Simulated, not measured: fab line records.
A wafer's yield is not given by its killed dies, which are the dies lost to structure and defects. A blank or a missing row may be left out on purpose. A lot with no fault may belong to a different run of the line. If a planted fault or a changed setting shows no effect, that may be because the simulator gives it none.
Chamber matching ; flow n5-finfet ; 4 sister chambers for N5_BEOL_M11_STRIP_36 on rie-diel-05
The step strips in N2/H2. 4 wafers are shown with their chamber, then 9 later ones without.

EACH WAFER AND ITS CHAMBER
wafer;chamber;showerhead-plenum-p-Torr (Torr)
L090.1;0;2.62
L090.3;3;2.48
L092.5;1;2.56
L092.6;2;2.57

WAFERS WITH NO CHAMBER GIVEN
wafer;showerhead-plenum-p-Torr (Torr)
L094.3;2.56
L094.4;2.47
L094.6;2.62
L095.2;2.47
L095.3;2.56
L095.6;2.56
L097.1;2.47
L097.2;2.57
L097.4;2.61

WHICH CHAMBER EACH ONE RAN IN
wafer;from the rows above;in truth
L094.3;can't be placed: 1 or 2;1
L094.4;3;3
L094.6;0;0
L095.2;3;3
L095.3;can't be placed: 1 or 2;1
L095.6;can't be placed: 1 or 2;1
L097.1;3;3
L097.2;can't be placed: 2 or 1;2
L097.4;0;0
Placed correctly: 5 of 9. Not placeable from these rows: 4 (in 4, the candidates include the true chamber). Wrongly placed: 0.
How it was worked out, from the rows above alone: a wafer's distance from a chamber is the root of the sum, over the readings, of the square of ((its reading less the chamber's mean) divided by the reading's scatter). If the next closest chamber is less than 2 further off than the closest, the wafer can't be placed; otherwise it belongs to the closest. For every chamber, the mean is computed from those of its wafers that are shown. The scatter: root of mean squared gap, hidden wafer to nearest shown wafer, with one shown wafer a chamber.
